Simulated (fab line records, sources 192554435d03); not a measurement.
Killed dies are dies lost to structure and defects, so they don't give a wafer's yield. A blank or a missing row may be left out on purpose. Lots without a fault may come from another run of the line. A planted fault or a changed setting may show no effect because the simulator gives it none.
Chamber matching | flow n5_finfet | N5_BEOL_M1_STRIP_36 on rie_diel-02: 4 sister chambers
The step strips in N2/H2. 22 wafers are shown with their chamber, then 11 later ones without.

WAFERS WITH THEIR CHAMBER
wafer  | chamber | throttle_valve_pct (%) | showerhead_plenum_p_Torr (Torr) | drypump_motor_current_A (A)
L074.1 | 2       | 23.7                   | 2.64                            | 6.0
L074.3 | 0       | 23.6                   | 2.48                            | 5.1
L074.6 | 2       | 23.7                   | 2.64                            | 6.0
L075.1 | 3       | 23.8                   | 2.57                            | 6.3
L075.3 | 0       | 23.6                   | 2.47                            | 5.0
L075.4 | 3       | 23.8                   | 2.57                            | 6.3
L076.1 | 0       | 23.6                   | 2.47                            | 5.0
L076.4 | 2       | 23.7                   | 2.64                            | 6.1
L076.6 | 0       | 23.6                   | 2.47                            | 5.0
L081.3 | 3       | 23.9                   | 2.57                            | 6.4
L081.4 | 2       | 23.7                   | 2.63                            | 6.0
L081.5 | 3       | 23.8                   | 2.57                            | 6.4
L085.1 | 2       | 23.7                   | 2.63                            | 6.0
L085.3 | 3       | 23.9                   | 2.57                            | 6.3
L085.4 | 0       | 23.6                   | 2.47                            | 5.0
L086.1 | 2       | 23.7                   | 2.63                            | 6.0
L086.2 | 1       | 24.3                   | 2.50                            | 5.8
L086.4 | 3       | 23.8                   | 2.57                            | 6.3
L089.1 | 0       | 23.6                   | 2.46                            | 5.0
L089.3 | 2       | 23.7                   | 2.63                            | 6.0
L089.6 | 3       | 23.9                   | 2.56                            | 6.3
L088.1 | 0       | 23.6                   | 2.46                            | 5.0

SIGNATURES (means of the wafers above)
reading                  | chamber 0 | chamber 1 | chamber 2 | chamber 3 | scatter within a chamber
throttle_valve_pct       | 23.600    | 24.300    | 23.700    | 23.843    | 0.0309
showerhead_plenum_p_Torr | 2.4686    | 2.5000    | 2.6343    | 2.5686    | 0.00549
drypump_motor_current_A  | 5.014     | 5.800     | 6.014     | 6.329     | 0.0418
Rule: a wafer's distance from a chamber is the root of the sum, over the readings, of the square of ((its reading less the chamber's mean) divided by the reading's scatter). The wafer belongs to the nearest chamber; if the next one is less than 2 further off, it can't be placed. The scatter: the root of (the sum of the squares of (reading less its chamber's mean) over the shown wafers, divided by (wafers less chambers)).

WAFERS WITHOUT THEIR CHAMBER
wafer  | throttle_valve_pct (%) | showerhead_plenum_p_Torr (Torr) | drypump_motor_current_A (A)
L088.3 | 23.9                   | 2.56                            | 6.3
L088.4 | 23.9                   | 2.56                            | 6.3
L090.2 | 23.7                   | 2.62                            | 6.0
L090.4 | 23.9                   | 2.56                            | 6.3
L090.5 | 24.1                   | 2.50                            | 5.8
L093.3 | 23.9                   | 2.56                            | 6.3
L093.4 | 24.1                   | 2.50                            | 5.8
L093.5 | 23.7                   | 2.62                            | 6.0
L095.2 | 23.6                   | 2.46                            | 5.0
L095.3 | 23.9                   | 2.56                            | 6.3
L095.4 | 24.1                   | 2.49                            | 5.8

WHICH CHAMBER EACH WENT THROUGH
wafer  | from the rows above | in truth
L088.3 | 3                   | 3
L088.4 | 3                   | 3
L090.2 | 2                   | 2
L090.4 | 3                   | 3
L090.5 | 1                   | 1
L093.3 | 3                   | 3
L093.4 | 1                   | 1
L093.5 | 2                   | 2
L095.2 | 0                   | 0
L095.3 | 3                   | 3
L095.4 | 1                   | 1
Placed correctly: 11 of 11. Can't be placed from these rows: 0. Placed wrongly: 0.
